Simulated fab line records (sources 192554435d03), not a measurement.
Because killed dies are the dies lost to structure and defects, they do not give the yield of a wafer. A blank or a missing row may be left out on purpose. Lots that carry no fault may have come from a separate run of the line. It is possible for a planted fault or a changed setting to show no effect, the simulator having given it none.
fab line records | flow n5-finfet
record lots=10 | wafers=30 | last-day=17
route steps=1938 shown BEOL_M1@752 BEOL_M4@1111
lots that met no fault: taken from a fault-free run of the same line
start-h: start of the lot's first displayed wafer, in hours after the record's first day | wait-h: hours elapsed since this lot's preceding step | " identical to the entry in the row above | L1.1+2: a single row standing in for several wafers | - value missing, or start not given | * or withheld: withheld | < > ~ a bound
route shown NAME@n: a module of which the file shows steps, and the number in the route of the first | usual: the fault-free wafers' mean and standard deviation | same: alike in all rows | chamber/n: place in a boat | sites: the reading at each site | _std_site: the values' standard deviation | _edge_site: inner sites' mean taken away from outer sites' mean | radius-mm: for every site, how far away it sits from the centre of the wafer | mask NAME#n: copy n | behind: the tool/chamber that last shaped the wafer | hold: reason for holding the lot/hours on hold/outcome of the hold | device: the transistor (n, p or np) that didn't switch | end of line: the route-end tests of the same wafers | for a step that has no rows: nothing shown but its recipe | killed: dies that structure and defects cost at the first sort, which is not the same as the wafer's yield | map: a wafer's dies, x killed, . not, _ none there
set.NAME: the run value of the setting; set.NAME@STEP: its run value at that earlier step | model.NAME: the simulator's own value behind a step, which no gauge read
route steps across a sampled set of lots; one table per step, one row per wafer
services: from which hour (start-h, from the record's first day; less than 0 if before it) a tool's chamber was out of use, for how many hours, and why
## steps
# step N5_BEOL_M1_THK_MEAS_01
# recipe reads=SiOC_of_BEOL_M1_ILD_DEP_00
# usual M1_ILD_THK=79.3/1.2
lot.wafer | tool          | chamber | start-h | wait-h | M1_ILD_THK[nm]
L430.1    | film-metro-01 | -       | 130.58  | 0.0    | 76.7
L430.3    | "             | -       | "       | "      | 78.0
L430.5    | "             | -       | "       | "      | 77.8
L431.3    | film-metro-01 | -       | 133.44  | 0.1    | 78.9
L431.4    | "             | -       | "       | "      | 79.4
L431.6    | "             | -       | "       | "      | 80.3
L432.1    | film-metro-01 | -       | 135.49  | 0.0    | 79.5
L432.3    | "             | -       | "       | "      | 79.5
L432.6    | "             | -       | "       | "      | 80.2
L435.3    | film-metro-02 | -       | 152.48  | 0.1    | 77.9
L435.4    | "             | -       | "       | "      | 80.5
L435.6    | "             | -       | "       | "      | 79.1
L442.1    | film-metro-01 | -       | 203.51  | 0.1    | 77.1
L442.2    | "             | -       | "       | "      | 77.4
L442.5    | "             | -       | "       | "      | 78.7
L443.2    | film-metro-02 | -       | 205.24  | 0.1    | 80.2
L443.4    | "             | -       | "       | "      | 79.5
L443.6    | "             | -       | "       | "      | 80.8
L445.2    | film-metro-02 | -       | 219.41  | 0.1    | 78.7
L445.4    | "             | -       | "       | "      | 79.9
L445.6    | "             | -       | "       | "      | 80.1
L448.2    | film-metro-01 | -       | 231.45  | 0.1    | 76.2
L448.5    | "             | -       | "       | "      | 79.3
L448.6    | "             | -       | "       | "      | 77.3
L449.3    | film-metro-01 | -       | 235.96  | 0.1    | 77.8
L449.4    | "             | -       | "       | "      | 80.8
L449.5    | "             | -       | "       | "      | 79.1
L450.4    | film-metro-02 | -       | 247.24  | 0.0    | 79.0
L450.5    | "             | -       | "       | "      | 80.2
L450.6    | "             | -       | "       | "      | 79.0
# step N5_BEOL_M1_INSPECT_13
# recipe mode=adi | inspect-instrument=brightfield
# usual raw-defect-count=419/94
lot.wafer | tool              | chamber | start-h | wait-h | raw-defect-count
L430.1    | defect-inspect-02 | -       | 132.65  | 0.1    | 357
L430.3    | "                 | -       | "       | "      | 409
L430.5    | "                 | -       | "       | "      | 449
L431.3    | defect-inspect-01 | -       | 134.03  | 0.0    | 353
L431.4    | "                 | -       | "       | "      | 419
L431.6    | "                 | -       | "       | "      | 588
L432.1    | defect-inspect-02 | -       | 137.60  | 0.1    | 582
L432.3    | "                 | -       | "       | "      | 415
L432.6    | "                 | -       | "       | "      | 769
L435.3    | defect-inspect-01 | -       | 153.15  | 0.0    | 347
L435.4    | "                 | -       | "       | "      | 350
L435.6    | "                 | -       | "       | "      | 412
L442.1    | defect-inspect-01 | -       | 204.14  | 0.1    | 364
L442.2    | "                 | -       | "       | "      | 541
L442.5    | "                 | -       | "       | "      | 370
L443.2    | defect-inspect-01 | -       | 209.12  | 0.0    | 247
L443.4    | "                 | -       | "       | "      | 462
L443.6    | "                 | -       | "       | "      | 326
L445.2    | defect-inspect-02 | -       | 221.62  | 0.0    | 280
L445.4    | "                 | -       | "       | "      | 328
L445.6    | "                 | -       | "       | "      | 461
L448.2    | defect-inspect-02 | -       | 233.69  | 0.0    | 267
L448.5    | "                 | -       | "       | "      | 498
L448.6    | "                 | -       | "       | "      | 291
L449.3    | defect-inspect-01 | -       | 243.70  | 0.0    | 439
L449.4    | "                 | -       | "       | "      | 533
L449.5    | "                 | -       | "       | "      | 350
L450.4    | defect-inspect-01 | -       | 247.93  | 0.0    | 435
L450.5    | "                 | -       | "       | "      | 361
L450.6    | "                 | -       | "       | "      | 268
# step N5_BEOL_M1_STRIP_66
# recipe chemistry=CF4 | resist=SiARC | power-w=300 | bias-power-w=75 | pressure-mtorr=50 | cf4-flow-sccm=150 | rf-frequency-hz=6e+07
# usual drypump-motor-current-A=5.5/0.48 | oes-product-au=0.75/0.074 | rf-vpp-V=270.8/1.4 | showerhead-plenum-p-Torr=1.79/0.05 | throttle-valve-pct=13.72/0.27
lot.wafer | tool        | chamber | start-h | wait-h | drypump-motor-current-A | oes-product-au | rf-hours-counter-h | rf-vpp-V | showerhead-plenum-p-Torr | throttle-valve-pct
L430.1    | rie-diel-06 | 3       | 132.89  | 0.0    | 5.3                     | 0.74           | 147                | 269.7    | 1.73                     | 13.91
L430.3    | "           | 0       | "       | "      | 5.3                     | 0.86           | 41                 | 271.3    | 1.77                     | 13.67
L430.5    | "           | 1       | "       | "      | 5.1                     | 0.68           | -                  | 268.9    | 1.70                     | 13.85
L431.3    | rie-diel-04 | 1       | 134.41  | 0.0    | 6.5                     | 0.79           | 95                 | 272.4    | 1.82                     | 13.37
L431.4    | "           | 3       | "       | "      | 5.3                     | 0.72           | 195                | 272.2    | 1.85                     | 13.51
L431.6    | "           | 0       | "       | "      | 5.6                     | 0.70           | -                  | 271.7    | 1.78                     | 14.15
L432.1    | rie-diel-06 | 0       | 137.84  | 0.0    | 5.3                     | 0.86           | 43                 | 269.2    | 1.77                     | 13.70
L432.3    | "           | 3       | "       | "      | 5.3                     | 0.75           | 148                | 268.7    | 1.73                     | 13.91
L432.6    | "           | 2       | "       | "      | 4.8                     | 0.68           | -                  | 272.6    | 1.83                     | 13.73
L435.3    | rie-diel-06 | 2       | 153.63  | 0.0    | 4.8                     | 0.67           | 246                | 272.4    | 1.83                     | 13.74
L435.4    | "           | 3       | "       | "      | 5.3                     | 0.74           | -                  | 270.4    | 1.73                     | 13.92
L435.6    | "           | 0       | "       | "      | 5.3                     | 0.84           | -                  | 270.2    | 1.77                     | 13.72
L442.1    | rie-diel-02 | 0       | 204.38  | 0.0    | 6.0                     | 0.73           | 182                | 271.9    | 1.78                     | 13.96
L442.2    | "           | 1       | "       | "      | 5.9                     | 0.82           | 75                 | 268.7    | 1.74                     | 13.26
L442.5    | "           | 2       | "       | "      | 5.8                     | 0.67           | -                  | 268.5    | 1.79                     | 13.65
L443.2    | rie-diel-02 | 1       | 209.73  | 0.0    | 5.9                     | 0.81           | 76                 | 267.7    | 1.75                     | 13.25
L443.4    | "           | 0       | "       | "      | 6.0                     | 0.73           | 183                | 271.4    | 1.78                     | 13.96
L443.6    | "           | 0       | "       | "      | 5.9                     | 0.73           | -                  | 270.3    | 1.78                     | 13.95
L445.2    | rie-diel-06 | 3       | 222.40  | 0.0    | 5.3                     | 0.72           | -                  | 270.2    | 1.73                     | 13.98
L445.4    | "           | 3       | "       | "      | 5.3                     | 0.72           | -                  | 270.2    | 1.73                     | 13.98
L445.6    | "           | 3       | "       | "      | 5.3                     | 0.72           | -                  | 268.4    | 1.73                     | 13.98
L448.2    | rie-diel-02 | 2       | 233.94  | 0.0    | 5.8                     | 0.67           | 243                | 271.9    | 1.79                     | 13.68
L448.5    | "           | 3       | "       | "      | 5.1                     | 0.75           | -                  | 270.2    | 1.74                     | 14.04
L448.6    | "           | 0       | "       | "      | 6.0                     | 0.73           | -                  | 271.8    | 1.78                     | 13.97
L449.3    | rie-diel-02 | 2       | 244.27  | 0.0    | 5.8                     | 0.66           | 245                | 270.8    | 1.79                     | 13.68
L449.4    | "           | 2       | "       | "      | 5.8                     | 0.66           | -                  | 270.0    | 1.79                     | 13.68
L449.5    | "           | 0       | "       | "      | 5.9                     | 0.73           | -                  | 271.8    | 1.78                     | 13.97
L450.4    | rie-diel-06 | 2       | 248.22  | 0.0    | 4.8                     | 0.89           | -                  | 271.8    | 1.83                     | 13.20
L450.5    | "           | 3       | "       | "      | 5.3                     | 0.71           | -                  | 270.7    | 1.72                     | 13.98
L450.6    | "           | 0       | "       | "      | 5.3                     | 0.80           | -                  | 269.4    | 1.76                     | 13.76
# step N5_BEOL_M1_COAT_67
# recipe resist=SOC | temp-c=250 | time-s=60 | spin-rpm=1500 | resist-thk-nm=60
# usual heater-power-total-W=500.5/1.8 | plate-temp-C=250.04/0.17
lot.wafer | tool           | chamber | start-h | wait-h | heater-power-total-W | plate-temp-C
L430.1    | litho-track-05 | 0       | 133.15  | 0.0    | 501.3                | 250.09
L430.3    | "              | 0       | "       | "      | 503.0                | 250.28
L430.5    | "              | 0       | "       | "      | 499.2                | 250.14
L431.3    | litho-track-04 | 0       | 134.73  | 0.0    | 501.4                | 250.09
L431.4    | "              | 0       | "       | "      | 499.2                | 250.09
L431.6    | "              | 0       | "       | "      | 502.3                | 250.00
L432.1    | litho-track-04 | 0       | 138.10  | 0.0    | 503.2                | 249.81
L432.3    | "              | 0       | "       | "      | 499.2                | 250.10
L432.6    | "              | 0       | "       | "      | 502.1                | 249.99
L435.3    | litho-track-05 | 0       | 153.89  | 0.0    | 500.8                | 250.17
L435.4    | "              | 0       | "       | "      | 498.0                | 249.72
L435.6    | "              | 0       | "       | "      | 501.4                | 250.00
L442.1    | litho-track-04 | 0       | 204.63  | 0.0    | 508.7                | 253.70
L442.2    | "              | 0       | "       | "      | 506.4                | 253.93
L442.5    | "              | 0       | "       | "      | 506.0                | 253.63
L443.2    | litho-track-04 | 0       | 210.07  | 0.0    | 511.7                | 253.91
L443.4    | "              | 0       | "       | "      | 510.1                | 254.00
L443.6    | "              | 0       | "       | "      | 506.9                | 253.89
L445.2    | litho-track-04 | 0       | 222.70  | 0.0    | 507.5                | 253.79
L445.4    | "              | 0       | "       | "      | 510.1                | 253.66
L445.6    | "              | 0       | "       | "      | 509.2                | 253.67
L448.2    | litho-track-05 | 0       | 234.30  | 0.0    | 499.3                | 249.88
L448.5    | "              | 0       | "       | "      | 498.4                | 249.83
L448.6    | "              | 0       | "       | "      | 498.6                | 249.73
L449.3    | litho-track-02 | 0       | 244.53  | 0.0    | 502.8                | 249.84
L449.4    | "              | 0       | "       | "      | 501.9                | 249.73
L449.5    | "              | 0       | "       | "      | 497.4                | 250.00
L450.4    | litho-track-02 | 0       | 248.47  | 0.0    | 502.0                | 249.92
L450.5    | "              | 0       | "       | "      | 498.9                | 250.13
L450.6    | "              | 0       | "       | "      | 501.7                | 250.17
# step N5_BEOL_M4_RC_MEAS_101
# usual DIBL_N=35.4/2.1 | DIBL_P=34.8/2.6 | IOFF_N=0.15/0.037 | IOFF_P=0.19/0.037 | ION_N=677/16 | ION_P=462/9.3 | SS_N=71.4/0.75 | SS_P=72.9/0.77 | VT_N=250/3.7 | VT_P=-251/3.5
lot.wafer | tool      | chamber | start-h | wait-h | DIBL_N[mV/V] | DIBL_P[mV/V] | IOFF_N[nA/um] | IOFF_P[nA/um] | ION_N[uA/um] | ION_P[uA/um] | SS_N[mV/dec] | SS_P[mV/dec] | VT_N[mV] | VT_P[mV]
L430.1    | prober-01 | 0       | 183.49  | 0.0    | 35.6         | 34.3         | 0.13          | 0.14          | 654          | 441          | 71.5         | 72.4         | 255      | -257
L430.3    | "         | 0       | "       | "      | 39.3         | 38.9         | 0.22          | 0.20          | 684          | 455          | 73.0         | 73.8         | 247      | -256
L430.5    | "         | 0       | "       | "      | 37.9         | 37.1         | 0.19          | 0.18          | 686          | 455          | 72.5         | 73.3         | 249      | -254
L431.3    | prober-02 | 0       | 183.90  | 0.3    | 34.8         | 32.0         | 0.13          | 0.19          | 679          | 472          | 70.9         | 72.6         | 250      | -248
L431.4    | "         | 0       | "       | "      | 35.0         | 32.7         | 0.14          | 0.20          | 682          | 478          | 71.0         | 72.5         | 249      | -250
L431.6    | "         | 0       | "       | "      | 33.1         | 30.1         | 0.11          | 0.17          | 672          | 470          | 70.0         | 72.6         | 253      | -251
L432.1    | prober-01 | 0       | 197.97  | 0.0    | 35.3         | 35.4         | 0.15          | 0.19          | 690          | 464          | 71.8         | 73.3         | 245      | -253
L432.3    | "         | 0       | "       | "      | 36.9         | 36.0         | 0.16          | 0.18          | 677          | 453          | 71.4         | 72.7         | 250      | -255
L432.6    | "         | 0       | "       | "      | 31.4         | 29.3         | 0.09          | 0.12          | 657          | 449          | 70.0         | 71.3         | 256      | -259
L435.3    | prober-02 | 0       | 204.45  | 0.3    | 35.6         | 35.9         | 0.15          | 0.20          | 677          | 461          | 71.1         | 73.5         | 253      | -249
L435.4    | "         | 0       | "       | "      | 33.2         | 32.4         | 0.11          | 0.14          | 669          | 459          | 70.3         | 71.7         | 255      | -254
L435.6    | "         | 0       | "       | "      | 32.8         | 32.0         | 0.11          | 0.15          | 647          | 454          | 71.4         | 72.9         | 253      | -253
L443.2    | prober-01 | 0       | 252.84  | 0.2    | 35.2         | 34.9         | 0.15          | 0.21          | 683          | 467          | 71.2         | 73.5         | 248      | -248
L443.4    | "         | 0       | "       | "      | 35.3         | 34.9         | 0.14          | 0.21          | 679          | 469          | 71.3         | 73.1         | 249      | -249
L443.6    | "         | 0       | "       | "      | 33.4         | 32.1         | 0.12          | 0.17          | 674          | 462          | 71.4         | 72.2         | 254      | -250
L442.1    | prober-02 | 0       | 258.33  | 0.0    | 33.6         | 33.6         | 0.15          | 0.20          | 688          | 480          | 70.6         | 72.4         | 246      | -248
L442.2    | "         | 0       | "       | "      | 35.7         | 36.7         | 0.18          | 0.24          | 682          | 469          | 71.7         | 72.5         | 248      | -248
L442.5    | "         | 0       | "       | "      | 34.1         | 34.6         | 0.16          | 0.22          | 700          | 479          | 71.4         | 72.1         | 246      | -250
L445.2    | prober-02 | 0       | 260.80  | 0.2    | 38.6         | 39.2         | 0.20          | 0.24          | 681          | 474          | 72.1         | 73.5         | 248      | -249
L445.4    | "         | 0       | "       | "      | 33.9         | 33.0         | 0.12          | 0.15          | 668          | 460          | 71.0         | 72.4         | 252      | -255
L445.6    | "         | 0       | "       | "      | 39.1         | 38.8         | 0.18          | 0.23          | 672          | 464          | 71.7         | 73.8         | 251      | -251
L448.2    | prober-01 | 0       | 283.74  | 0.2    | 33.2         | 32.4         | 0.11          | 0.15          | 670          | 451          | 70.2         | 72.3         | 255      | -254
L448.5    | "         | 0       | "       | "      | 36.7         | 37.0         | 0.16          | 0.20          | 692          | 469          | 71.6         | 73.0         | 251      | -251
L448.6    | "         | 0       | "       | "      | 34.9         | 35.9         | 0.14          | 0.20          | 669          | 463          | 70.1         | 73.3         | 251      | -251
L449.3    | prober-01 | 0       | 286.65  | 0.3    | 36.2         | 36.9         | 0.18          | 0.22          | 694          | 472          | 72.3         | 72.9         | 247      | -249
L449.4    | "         | 0       | "       | "      | 37.5         | 38.8         | 0.21          | 0.25          | 697          | 472          | 72.2         | 73.3         | 246      | -249
L449.5    | "         | 0       | "       | "      | 37.8         | 38.8         | 0.20          | 0.24          | 696          | 471          | 72.2         | 73.0         | 245      | -245
L450.4    | prober-01 | 0       | 303.34  | 0.5    | 35.9         | 34.1         | 0.13          | 0.15          | 656          | 449          | 71.6         | 72.8         | 255      | -254
L450.5    | "         | 0       | "       | "      | 39.2         | 39.1         | 0.20          | 0.22          | 709          | 469          | 72.2         | 74.6         | 245      | -253
L450.6    | "         | 0       | "       | "      | 35.8         | 33.8         | 0.13          | 0.14          | 668          | 445          | 71.5         | 73.2         | 254      | -261
## services
tool           | chamber | start-h | hours | kind
rie-diel-04    | 2       | 109.23  | 1.6   | repair
litho-track-04 | -       | 111.76  | -     | consumable-replace:filter
rie-diel-06    | 2       | 112.41  | 19.7  | repair
rie-diel-04    | 0       | 138.95  | 5.4   | repair
rie-diel-06    | 1       | 140.33  | -     | clean
rie-diel-06    | 1       | 140.33  | -     | consumable-replace:focus-ring
rie-diel-06    | 1       | 140.33  | -     | consumable-replace:showerhead
rie-diel-06    | 1       | 140.33  | 18.2  | scheduled-down
rie-diel-06    | 1       | 140.33  | 18.2  | vent-cycle
rie-diel-06    | 2       | 165.75  | -     | clean
rie-diel-06    | 2       | 165.75  | -     | consumable-replace:focus-ring
rie-diel-06    | 2       | 165.75  | 18.1  | scheduled-down
rie-diel-06    | 2       | 165.75  | 18.1  | vent-cycle
rie-diel-02    | 1       | 177.11  | 5.9   | repair
rie-diel-06    | 1       | 184.00  | 81.3  | repair
rie-diel-04    | 0       | 186.86  | -     | clean
rie-diel-04    | 0       | 186.86  | -     | consumable-replace:focus-ring
rie-diel-04    | 0       | 186.86  | 14.6  | scheduled-down
rie-diel-04    | 0       | 186.86  | 14.6  | vent-cycle
rie-diel-02    | 3       | 191.84  | 6.5   | repair
rie-diel-04    | 2       | 198.53  | 2.8   | repair
rie-diel-06    | 2       | 218.19  | 13.6  | repair
rie-diel-06    | 0       | 220.16  | 6.2   | repair
rie-diel-02    | 3       | 243.66  | 9.1   | repair
## key
first-sign step=N5_BEOL_M1_COAT_67 | reading=plate-temp-C | direction=up | sigmas=22 | usual=* | struck=*
effect step=N5_BEOL_M1_COAT_67 | reading=heater-power-total-W | direction=up | sigmas=4.5 | usual=* | struck=*
met-at N5_BEOL_M1_COAT_67
struck-lots L442,L443,L445
not-acting-at N5_BEOL_M1_THK_MEAS_01,N5_BEOL_M1_INSPECT_13,N5_BEOL_M1_STRIP_66
onset-between 138.10 204.63
fault kind=process-parameter-drift | tool=litho-track-04 | chamber=- | onset-h=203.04 | steps=N5_BEOL_M1_COAT_67 | channel=temp-c | offset=* | shape=step | end-h=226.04 | acts-in=* | stated=*
